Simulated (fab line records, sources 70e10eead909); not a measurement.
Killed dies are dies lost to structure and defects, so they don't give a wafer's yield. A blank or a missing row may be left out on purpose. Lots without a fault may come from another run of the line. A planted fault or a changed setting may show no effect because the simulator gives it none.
A struck lot beside a sound one | flow nand_harc | 21 steps out of a route of 1159
Sound: wafers L598.1, L598.2, L598.5. Struck: wafers L604.2, L604.3, L604.4. The cause comes at the end.
At each step with rows: each side's tool, then ch and its chambers, then its first start. Under that, the readings that differ: sound wafers | struck wafers | difference of the means | sigmas: that difference in standard deviations of wafers without a fault.
alike: readings whose means differ by less than 2 such deviations, and words and numbers that are the same on both sides. not compared: withheld readings, readings that some wafer has no value for, bounds like >300 that may hide the same value, and numbers for which the record gives no deviation and whose values overlap.
The two part at a step that has a row with sigmas, a row that says differs or no value, or rows on one side only. Numbers that don't overlap but have no deviation are shown without sigmas and don't part them. A reading that every wafer of one side lacks parts them only if that side has two wafers or more.

NHARC_P_CONTACT_CMP_24: polishes, t overpolish 30 s, target thk 200 nm.
  sound on cmp-02 ch 2,3, day 7 00:02; struck on cmp-03 ch 1,2,3, day 8 12:05
  alike: motor_current_A, overpolish_run_s, retaining_ring_pressure_frac, time_to_endpoint_s
then, 1 step without rows for these wafers: NHARC_P_CONTACT_SRD_26.
NHARC_P_CONTACT_INSPECT_27:
  sound on defect_inspect-01, day 7 00:26; struck on defect_inspect-01, day 8 12:29
  alike: raw_defect_count
then, 8 steps without rows for these wafers: NHARC_P_M0_DEP_00 (deposits SiOC, target thk 150 nm); NHARC_P_M0_DEHYDRATE_01 (time 120 s); NHARC_P_M0_HMDS_02 (time 30 s); NHARC_P_M0_COAT_33 (time 65 s); NHARC_P_M0_COAT_03 (resist thk 90 nm); NHARC_P_M0_SOFTBAKE_04 (time 55 s); NHARC_P_M0_EBR_05; NHARC_P_M0_EXPOSE_06 (exposes mask P M0, target cd 90 nm).
NHARC_P_M0_PEB_07: peb time 65 s.
  sound on litho_track-01 ch 0, day 7 01:16; struck on litho_track-01 ch 0, day 8 13:19
  reading                  | sound                | struck               | difference | sigmas
  heater_power_total_W (W) | 157.0 156.5 156.9    | 159.7 159.9 160.1    | +3.1       | +7
  plate_temp_C (C)         | 100.00 100.02 100.04 | 102.00 101.78 101.79 | +1.84      | +17
  alike: resist_line_temp_C
then, 1 step without rows for these wafers: NHARC_P_M0_DEVELOP_08 (develop time 35 s).
NHARC_P_M0_CD_MEAS_09: target cd 90 nm.
  sound on cd_sem-03 ch 0, day 7 01:20; struck on cd_sem-03 ch 0, day 8 13:23
  reading    | sound          | struck         | difference | sigmas
  cd_nm (nm) | 88.7 89.5 88.9 | 94.2 94.7 94.1 | +5.3       | +5
NHARC_P_M0_OVL_MEAS_10: pitch 180 nm.
  sound on overlay-02, day 7 01:25; struck on overlay-01, day 8 13:28
  alike: overlay_x_nm, overlay_y_nm
NHARC_P_M0_INSPECT_11:
  sound on defect_inspect-01, day 7 01:28; struck on defect_inspect-01, day 8 13:31
  alike: raw_defect_count
NHARC_P_M0_DESCUM_14: chemistry O2, time 3 s.
  sound on rie_diel-05 ch 0,2, day 7 01:31; struck on rie_diel-04 ch 1,2,3, day 8 13:34
  reading               | sound             | struck            | difference | sigmas
  model.P_M0.cd_nm (nm) | 89.14 87.67 89.03 | 94.68 95.05 94.42 | +6.10      |
  alike: drypump_motor_current_A, oes_product_au, rf_vpp_V, showerhead_plenum_p_Torr, throttle_valve_pct
  not compared: rf_hours_counter_h
NHARC_P_M0_ETCH_34: etches the open film in N2/H2, target depth 40 nm, overetch 12 nm, time 43.94 s.
  sound on rie_diel-05 ch 0,2, day 7 01:37; struck on rie_diel-04 ch 1,2,3, day 8 13:40
  alike: bias_w, drypump_motor_current_A, h2_flow_sccm, oes_product_au, rf_vpp_V, showerhead_plenum_p_Torr, throttle_valve_pct
  not compared: rf_hours_counter_h
NHARC_P_M0_ETCH_15: etches the open film in C4F8/Ar, target depth 150 nm, overetch 15 nm, time 82.5 s.
  sound on rie_diel-05 ch 0,2,3; struck on rie_diel-04 ch 1,2,3
  reading               | sound             | struck            | difference | sigmas
  model.P_M0.cd_nm (nm) | 88.67 88.26 90.08 | 95.47 94.88 94.19 | +5.84      |
  alike: bias_w, oes_product_au, rf_vpp_V
  not compared: rf_hours_counter_h
NHARC_P_M0_CD_MEAS_16:
  sound on cd_sem-01, day 7 01:49; struck on cd_sem-03, day 8 13:52
  reading    | sound          | struck         | difference | sigmas
  cd_nm (nm) | 88.9 88.3 90.1 | 95.3 94.8 94.1 | +5.6       | +4
NHARC_END_SORT_01:
  the record has rows for the sound wafers here (prober-02 ch 0, day 20 15:58) and none for the struck ones

WHERE THEY PART
First at NHARC_P_M0_PEB_07; last, within this record, at NHARC_END_SORT_01.

WHY: what the simulator had put in
Process parameter drift: litho_track-01, from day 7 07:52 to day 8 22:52, at NHARC_P_M0_PEB_07. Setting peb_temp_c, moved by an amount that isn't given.
